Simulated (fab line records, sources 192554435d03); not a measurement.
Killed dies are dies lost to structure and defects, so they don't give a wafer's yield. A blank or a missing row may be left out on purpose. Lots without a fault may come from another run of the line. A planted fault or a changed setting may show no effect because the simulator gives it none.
Which tool did it? | flow n5_finfet | 11 lots, 30 wafers sampled, at 5 steps of a route of 1938

WHAT THE GAUGES READ, wafer by wafer
N5_BEOL_M4_RC_MEAS_101. Usual: DIBL_N 36.5 mV/V, standard deviation 1.4; DIBL_P 36.6 mV/V, standard deviation 1.9; IOFF_N 0.167 nA/um, standard deviation 0.029; IOFF_P 0.21 nA/um, standard deviation 0.033; ION_N 674 uA/um, standard deviation 12; ION_P 460 uA/um, standard deviation 8.9; SS_N 71.6 mV/dec, standard deviation 0.57; SS_P 73.4 mV/dec, standard deviation 0.61; VT_N 249 mV, standard deviation 3.3; VT_P -250 mV, standard deviation 3.3.
lot  | measured     | on        | DIBL_N (mV/V)  | DIBL_P (mV/V)  | IOFF_N (nA/um)    | IOFF_P (nA/um) | ION_N (uA/um) | ION_P (uA/um) | SS_N (mV/dec)  | SS_P (mV/dec)  | VT_N (mV)   | VT_P (mV)      | flag
L103 | day 7 20:03  | prober-01 | 34.9 34.5 37.4 | 35.9 35.7 37.8 | 0.152 0.133 0.186 | 0.17 0.18 0.20 | 682 660 670   | 454 449 453   | 71.5 71.4 72.5 | 73.3 73.7 73.2 | 250 251 244 | -254 -253 -253 |
L102 | day 8 10:10  | prober-01 | 33.5 36.6 33.2 | 31.3 35.8 31.9 | 0.126 0.180 0.119 | 0.18 0.25 0.18 | 677 694 671   | 470 480 460   | 70.3 71.8 70.9 | 72.9 73.1 72.5 | 250 245 252 | -249 -247 -250 |
L104 | day 8 10:22  | prober-02 | 36.0 34.5 38.5 | 36.0 33.9 39.2 | 0.160 0.134 0.214 | 0.20 0.18 0.26 | 664 657 674   | 454 450 459   | 71.5 71.3 72.6 | 73.9 73.7 74.7 | 250 252 244 | -252 -256 -247 |
L105 | day 8 13:14  | prober-02 | 36.0 34.5 36.4 | 37.2 34.3 36.9 | 0.162 0.130 0.145 | 0.23 0.19 0.22 | 693 667 659   | 478 460 457   | 71.3 71.4 72.1 | 72.9 72.8 73.6 | 252 253 252 | -252 -250 -250 |
L108 | day 9 12:04  | prober-01 | 37.1 35.5 35.7 | 38.5 35.8 36.4 | 0.212 0.180 0.170 | 0.25 0.21 0.21 | 682 694 678   | 468 470 462   | 72.3 72.4 72.6 | 73.9 72.8 73.1 | 246 246 248 | -248 -249 -249 |
L114 | day 11 02:14 | prober-02 | 38.6 37.4      | 40.1 36.5      | 0.216 0.170       | 0.23 0.17      | 691 667       | 465 449       | 72.2 72.1      | 74.6 73.5      | 244 249     | -252 -255      |
L116 | day 12 00:16 | prober-02 | 39.2           | 40.3           | 0.215             | 0.29           | 685           | 469           | 72.0           | 74.0           | 246         | -244           |
L120 | day 13 01:51 | prober-01 | 39.4           | 41.1           | 0.228             | 0.29           | 703           | 481           | 71.8           | 74.9           | 245         | -247           |
L121 | day 12 22:46 | prober-02 | 35.4 36.2 35.8 | 35.2 34.6 35.9 | 0.142 0.146 0.151 | 0.17 0.16 0.18 | 675 669 684   | 463 446 466   | 71.0 71.2 71.3 | 72.1 73.0 73.0 | 249 252 252 | -251 -256 -254 |
L123 | day 13 07:11 | prober-02 | 34.0 36.2      | 34.6 37.3      | 0.139 0.174       | 0.20 0.25      | 679 674       | 465 467       | 71.0 71.8      | 72.8 73.0      | 250 248     | -249 -245      |
L125 | day 13 20:43 | prober-01 | 35.2 35.4 36.6 | 34.8 35.0 36.5 | 0.133 0.141 0.165 | 0.19 0.20 0.21 | 649 670 663   | 452 462 447   | 72.1 71.4 72.4 | 72.1 72.8 71.9 | 252 250 249 | -252 -251 -251 |

N5_PASSIVATION_OVL_MEAS_66. Usual: PASS_OPEN_OVL 1 nm, standard deviation 5.9.
lot  | measured     | on         | PASS_OPEN_OVL (nm) | flag
L103 | day 11 13:14 | overlay-02 | 0 4 1              |
L102 | day 12 06:41 | overlay-01 | 0 3 5              |
L104 | day 12 08:17 | overlay-01 | 6 -1 6             |
L105 | day 12 08:15 | overlay-02 | 2 -3 8             |
L108 | day 13 06:17 | overlay-01 | -2 -6 -1           |
L114 | day 15 04:40 | overlay-02 | 3 3                |
L116 | day 16 03:20 | overlay-02 | 3                  |
L120 | day 17 08:25 | overlay-01 | -4                 |
L121 | day 17 02:54 | overlay-02 | 21 6 0             |
L123 | day 17 07:49 | overlay-01 | -8 2               |
L125 | day 18 14:14 | overlay-02 | 1 -5 -6            |

WHICH TOOL RAN EACH LOT (tool, then ch and the chambers of the sampled wafers, then the start)
lot  | N5_BEOL_M0_SAQP_PECVD_97       | N5_MIM_TOP_ETCH_PECVD_03        | N5_PASSIVATION_AL_DEP_21
L103 | pecvd-03 ch 0,2, day 5 14:02   | pecvd-03 ch 0,1,2, day 11 07:08 | pvd_sputter-03, day 11 10:28
L102 | pecvd-04 ch 0,2, day 5 17:13   | pecvd-01 ch 0,2, day 12 00:56   | pvd_sputter-02, day 12 04:26
L104 | pecvd-04 ch 1,2, day 5 21:16   | pecvd-01 ch 0,1, day 12 01:58   | pvd_sputter-03, day 12 04:58
L105 | pecvd-04 ch 0,1,2, day 6 04:17 | pecvd-01 ch 0,1,2, day 12 01:39 | pvd_sputter-02, day 12 05:23
L108 | pecvd-04 ch 1,2, day 6 22:10   | pecvd-01 ch 0,1, day 12 23:23   | pvd_sputter-03, day 13 03:55
L114 | pecvd-04 ch 0, day 8 22:59     | pecvd-03 ch 1,2, day 14 19:54   | pvd_sputter-02, day 15 02:18
L116 | pecvd-04 ch 1,2, day 9 20:43   | pecvd-03 ch 2, day 15 19:43     | pvd_sputter-01, day 16 00:55
L120 | pecvd-04 ch 1,2, day 10 03:19  | pecvd-03 ch 0, day 16 22:40     | pvd_sputter-01, day 17 05:40
L121 | pecvd-02 ch 0,2, day 10 09:31  | pecvd-04 ch 0,1, day 16 20:43   | pvd_sputter-02, day 17 00:27
L123 | pecvd-04 ch 0,1, day 11 01:22  | pecvd-04 ch 0,2, day 17 02:00   | pvd_sputter-03, day 17 05:14
L125 | pecvd-02 ch 2, day 11 10:11    | pecvd-04 ch 0,1,2, day 18 08:04 | pvd_sputter-02, day 18 11:52
- N5_BEOL_M0_SAQP_PECVD_97: deposits SiNx from SiH4/NH3/N2, target thk 23 nm, time 19.9 s.
- N5_MIM_TOP_ETCH_PECVD_03: deposits SiNx from SiH4/NH3/N2, target thk 20 nm, time 17.6 s.
- N5_PASSIVATION_AL_DEP_21: deposits Al, target thk 2800 nm, time 170 s.

WHAT THE TOOLS THEMSELVES READ (means of the sampled wafers that have a number; where no wafer has one, the mark that the record gives instead)
N5_BEOL_M0_SAQP_PECVD_97. Usual: chamber_pressure_Torr 1.500 Torr, standard deviation 0.0034; heater_power_w 515 W, standard deviation 37; showerhead_plenum_p_Torr 5.15 Torr, standard deviation 0.11; throttle_valve_pct 39.3 %, standard deviation 1.2.
lot  | tool     | chamber_pressure_Torr (Torr) | heater_power_w (W) | showerhead_plenum_p_Torr (Torr) | throttle_valve_pct (%) | flag
L103 | pecvd-03 | 1.500                        | 528                | 5.31                            | 38.0                   |
L102 | pecvd-04 | 1.502                        | 513                | 5.09                            | 38.9                   |
L104 | pecvd-04 | 1.503                        | 474                | 5.18                            | 40.1                   |
L105 | pecvd-04 | 1.501                        | 538                | 5.09                            | 39.5                   |
L108 | pecvd-04 | 1.502                        | 533                | 5.17                            | 40.2                   |
L114 | pecvd-04 | 1.498                        | 520                | 5.01                            | 38.5                   |
L116 | pecvd-04 | 1.502                        | 554                | 5.14                            | 40.5                   |
L120 | pecvd-04 | 1.501                        | 498                | 5.13                            | 40.7                   |
L121 | pecvd-02 | 1.503                        | 517                | 5.15                            | 38.1                   |
L123 | pecvd-04 | 1.502                        | 499                | 5.02                            | 39.1                   |
L125 | pecvd-02 | 1.498                        | 558                | 5.16                            | 38.0                   |

N5_MIM_TOP_ETCH_PECVD_03. Usual: chamber_pressure_Torr 1.500 Torr, standard deviation 0.0033; heater_power_w 735 W, standard deviation 57; showerhead_plenum_p_Torr 5.16 Torr, standard deviation 0.099; throttle_valve_pct 39.9 %, standard deviation 1.2.
lot  | tool     | chamber_pressure_Torr (Torr) | heater_power_w (W) | showerhead_plenum_p_Torr (Torr) | throttle_valve_pct (%) | flag
L103 | pecvd-03 | 1.498                        | 696                | 5.26                            | 39.5                   |
L102 | pecvd-01 | 1.502                        | 762                | 5.19                            | 39.1                   |
L104 | pecvd-01 | 1.502                        | 741                | 5.14                            | 41.0                   |
L105 | pecvd-01 | 1.500                        | 800                | 5.15                            | 39.8                   |
L108 | pecvd-01 | 1.499                        | 774                | 5.13                            | 40.7                   |
L114 | pecvd-03 | 1.502                        | 806                | 5.21                            | 40.3                   |
L116 | pecvd-03 | 1.500                        | 801                | 5.26                            | 39.6                   |
L120 | pecvd-03 | 1.504                        | 735                | 5.33                            | 38.8                   |
L121 | pecvd-04 | 1.499                        | 735                | 5.03                            | 39.3                   |
L123 | pecvd-04 | 1.500                        | 756                | 5.12                            | 40.0                   |
L125 | pecvd-04 | 1.499                        | 674                | 5.09                            | 39.0                   |

N5_PASSIVATION_AL_DEP_21. Usual: substrate_temp_c 400.01 C, standard deviation 0.23; throttle_valve_pct 30.0 %, standard deviation 1.2.
lot  | tool           | substrate_temp_c (C) | throttle_valve_pct (%) | flag
L103 | pvd_sputter-03 | 399.82               | 30.5                   |
L102 | pvd_sputter-02 | 400.01               | 29.5                   |
L104 | pvd_sputter-03 | 400.06               | 30.4                   |
L105 | pvd_sputter-02 | 399.93               | 29.7                   |
L108 | pvd_sputter-03 | 399.93               | 29.6                   |
L114 | pvd_sputter-02 | 400.06               | 30.2                   |
L116 | pvd_sputter-01 | 400.34               | 28.9                   |
L120 | pvd_sputter-01 | 399.72               | 30.9                   |
L121 | pvd_sputter-02 | 400.30               | 29.3                   |
L123 | pvd_sputter-03 | 399.90               | 31.1                   |
L125 | pvd_sputter-02 | 399.85               | 29.7                   |

THE ANSWER, worked out from the rows above alone
Rule: a lot is off if the mean of its wafers that have a number lies more than 3 standard deviations from the usual mean. A lot without any number at a reading at which 4 lots or more have one is off too. The other lots that the step has rows for count as sound. The gauges are gone through in route order, then the tools' own readings, and for those a lot's mean is taken as printed above. The first step at which some lot is off is used, and at that step the reading that is off furthest; a lot without a number counts as furthest.
No lot is off at any reading shown: from this, nothing can be told.

WHAT THE SIMULATOR HAD PUT IN
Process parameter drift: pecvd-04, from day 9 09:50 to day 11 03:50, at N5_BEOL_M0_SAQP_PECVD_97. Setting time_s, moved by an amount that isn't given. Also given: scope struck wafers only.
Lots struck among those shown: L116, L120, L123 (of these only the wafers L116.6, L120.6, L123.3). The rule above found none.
